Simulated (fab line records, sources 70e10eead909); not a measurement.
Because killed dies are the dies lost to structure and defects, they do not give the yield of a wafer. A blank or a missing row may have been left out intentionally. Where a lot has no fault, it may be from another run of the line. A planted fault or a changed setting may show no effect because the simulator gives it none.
Shared-tool check -- flow nand-harc -- Lots sampled 12, wafers sampled 36

THE REASON FOR OPENING IT
Flagged at NHARC_P_STI_OCD_MEAS_17: reading trench-depth-nm, on 2 of 12 lots. Wafers without a fault read 302 nm, standard deviation 4.5.
Rule: flag the lot when none of its wafers has a number, or when each of its wafers that has one lies beyond 4 standard deviations from that mean. All remaining lots are regarded as sound.

lot,measured,on,"trench-depth-nm (nm), wafer by wafer",flag
L872,day 2 19:32,ocd-02,301 304 305,
L879,day 5 16:47,ocd-01,300 311 302,
L880,day 6 05:22,ocd-01,303 301 293,
L881,day 6 12:50,ocd-01,298 311 297,
L884,day 7 19:04,ocd-01,307 309 305,
L885,day 8 06:16,ocd-02,303 310 302,
L886,day 8 17:37,ocd-01,0 0 0,FLAGGED
L887,day 9 04:37,ocd-02,0 0 0,FLAGGED
L891,day 10 18:27,ocd-02,298 301 298,
L892,day 11 04:46,ocd-01,295 304 304,
L893,day 11 13:25,ocd-02,300 305 296,
L894,day 12 00:56,ocd-02,305 296 303,
Average over the flagged lots: 0 nm; offset from the usual -302 nm, equal to -67 standard deviations.

TOOL THAT RAN EACH LOT
The record keeps 1 process step preceding the reading, out of 1302 steps on the route. Read each cell as the tool, then ch plus the chambers that the sampled wafers visited, then the start.
lot,flag,NHARC_P_STI_ETCH_15
L872,,"rie-si-03 ch 0,1,3, day 2 19:18"
L879,,"rie-si-03 ch 0,1,3, day 5 16:34"
L880,,"rie-si-04 ch 1,2,3, day 6 05:05"
L881,,"rie-si-03 ch 0,2,3, day 6 12:35"
L884,,"rie-si-02 ch 0,1, day 7 18:49"
L885,,"rie-si-02 ch 0,1, day 8 06:01"
L886,FLAGGED,"rie-si-02 ch 1,2, day 8 17:20"
L887,FLAGGED,"rie-si-03 ch 1,2, day 9 04:22"
L891,,"rie-si-04 ch 2,3, day 10 18:12"
L892,,"rie-si-03 ch 0,1,3, day 11 04:31"
L893,,"rie-si-03 ch 0,1,2, day 11 13:10"
L894,,"rie-si-03 ch 0,1,3, day 12 00:41"
What the steps here do:
- NHARC_P_STI_ETCH_15: etches the open film in HBr/Cl2, target depth 300 nm, time 100.1 s.
- NHARC_P_STI_OCD_MEAS_17

FLAGGED AGAINST TOTAL, ONE TOOL AT A TIME (gauges that did the reading follow at the end)
step,tool,lots run,flagged,share of the flagged lots,sound lots run after its first flagged lot
NHARC_P_STI_ETCH_15,rie-si-02,3,1,some,0
NHARC_P_STI_ETCH_15,rie-si-03,7,1,some,"3 (L892,L893,L894)"
NHARC_P_STI_ETCH_15,rie-si-04,2,0,none,-
NHARC_P_STI_OCD_MEAS_17,ocd-01,6,1,some,1 (L892)
NHARC_P_STI_OCD_MEAS_17,ocd-02,6,1,some,"3 (L891,L893,L894)"

WHAT THE TABLE PERMITS
No row of the table ran every flagged lot.

WHAT WAS PUT IN BY THE SIMULATOR
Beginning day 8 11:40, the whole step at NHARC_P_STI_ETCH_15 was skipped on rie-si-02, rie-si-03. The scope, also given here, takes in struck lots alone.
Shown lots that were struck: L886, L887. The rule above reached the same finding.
